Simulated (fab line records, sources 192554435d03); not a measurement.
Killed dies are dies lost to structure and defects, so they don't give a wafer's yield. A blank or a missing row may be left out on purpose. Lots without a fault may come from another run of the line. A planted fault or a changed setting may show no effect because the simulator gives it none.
A struck lot beside a sound one | flow n5_finfet | 32 steps out of a route of 1938
Sound: wafers L278.1, L278.4, L278.6. Struck: wafers L268.2, L268.4, L268.6. The cause comes at the end.
At each step with rows: each side's tool, then ch and its chambers, then its first start. Under that, the readings that differ: sound wafers | struck wafers | difference of the means | sigmas: that difference in standard deviations of wafers without a fault.
alike: readings whose means differ by less than 2 such deviations, and words and numbers that are the same on both sides. not compared: withheld readings, readings that some wafer has no value for, bounds like >300 that may hide the same value, and numbers for which the record gives no deviation and whose values overlap.
The two part at a step that has a row with sigmas, a row that says differs or no value, or rows on one side only. Numbers that don't overlap but have no deviation are shown without sigmas and don't part them. A reading that every wafer of one side lacks parts them only if that side has two wafers or more.

first, 10 steps without rows for these wafers: N5_SD_EPI_P_PRECLEAN_51 (cleans in NF3:NH3, afs cycles 1, time 20 s, sublimation time 60 s); N5_SD_EPI_P_VAPOR_ETCH_44 (etches SiGe30 in NF3/Ar, time 3.3 s); N5_SD_EPI_P_EPI_21 (deposits SiGe:B, time 355 s); N5_SD_EPI_P_HM_STRIP_48 (strips SiNx in H3PO4, material SiNx, target depth 3 nm); N5_SD_EPI_P_SRD_49 (time 30 s); N5_SD_EPI_P_PRECLEAN_24 (cleans in O3/DIW, time 45 s); N5_SD_EPI_P_PRECLEAN_32 (cleans in dHF, time 10 s); N5_SD_EPI_P_PRECLEAN_33 (cleans in SC2, time 45 s); N5_SD_EPI_P_SRD_25 (time 30 s); N5_SD_ACTIVATION_RTA_00 (time 0 s).
N5_SD_ACTIVATION_LSA_01: time 0.0008 s.
  sound on laser_anneal-02 ch 0, day 8 15:46; struck on laser_anneal-01, day 6 01:01
  no value came back on the struck wafers for time_s (s), wafer_temp_C_max; on the sound wafers time_s (s) reads 0.0008 0.0008 0.0008
N5_SD_ACTIVATION_RS_MEAS_03: measures by four-point-probe.
  sound on film_metro-01, day 8 15:58; struck on film_metro-02, day 6 01:13
  reading          | sound          | struck         | difference | sigmas
  RS_SD_N (ohm/sq) | 22.0 22.0 21.9 | 29.8 30.1 29.8 | +7.9       | +26
  RS_SD_P (ohm/sq) | 55.6 55.5 55.7 | 59.2 59.6 58.7 | +3.6       | +4
then, 19 steps without rows for these wafers: N5_ILD0_LINER_00 (material SiNx, target thk 4 nm, pulse time 1 s, purge time 2 s); N5_ILD0_FCVD_FILL_01 (material SiO2 flowable, target thk 200 nm, time 328.3 s); N5_ILD0_CURE_02 (time 1800 s); N5_ILD0_CMP_03 (polishes, stops on SiNx, t overpolish 1.9 s, target thk 197.38 nm); N5_ILD0_CMP_07 (polishes SiO2 flowable, stops on poly-Si, t overpolish 1.18 s, target thk 138.88 nm); N5_ILD0_PRECLEAN_10 (cleans in NF3:NH3, afs cycles 5, time 20 s, sublimation time 60 s); N5_ILD0_ALD_15 (deposits SiNx, target thk 24 nm, pulse time 1 s, ald cycles 480); N5_ILD0_CMP_12 (polishes SiNx, stops on poly-Si, t overpolish 6 s, target thk 17.67 nm); N5_SDB_HM_DEP_00 (deposits SiNx from SiH4/NH3/N2, target thk 40 nm, time 35.3 s); N5_SDB_COAT_03 (time 60 s, resist thk 100 nm); N5_SDB_COAT_04 (time 60 s, resist thk 18 nm); N5_SDB_COAT_05 (resist thk 90 nm); N5_SDB_EBR_07; N5_SDB_SOFTBAKE_06 (time 60 s); N5_SDB_EXPOSE_08 (exposes mask SDB); N5_SDB_PEB_09 (peb time 60 s); N5_SDB_DEVELOP_10 (develop time 30 s); N5_SDB_DESCUM_16 (chemistry O2, time 7.9 s); N5_SDB_ETCH_17 (etches SiARC in CF4, target depth 23.4 nm, time 39 s).
-- the record jumps here: 5 days lie between the struck wafers' starts before and after (it left off in module SDB and takes up again in module BEOL_M4, whose first step shown is number 1111 of the route) --
N5_BEOL_M4_RC_MEAS_101:
  sound on prober-02 ch 0, day 12 22:10; struck on prober-01 ch 0, day 10 14:41
  reading             | sound             | struck            | difference | sigmas
  RC_DENSE_N (ohm.um) | 19.2 18.7 19.2    | 25.4 26.0 25.9    | +6.7       | +19
  RC_N (ohm.um)       | 15.70 15.33 15.80 | 20.51 21.07 20.93 | +5.23      | +19
  REXT_N (ohm.um)     | 75.2 75.1 75.2    | 89.5 89.1 88.7    | +13.9      | +9
  RS_SD_N (ohm/sq)    | 28.4 28.6 28.4    | 37.0 37.3 37.3    | +8.7       | +24
  alike: DIBL_N, DIBL_P, IOFF_N, IOFF_P, ION_N, ION_P, SS_N, SS_P, VT_N, VT_P

WHERE THEY PART
First at N5_SD_ACTIVATION_LSA_01; last, within this record, at N5_BEOL_M4_RC_MEAS_101.

WHY: what the simulator had put in
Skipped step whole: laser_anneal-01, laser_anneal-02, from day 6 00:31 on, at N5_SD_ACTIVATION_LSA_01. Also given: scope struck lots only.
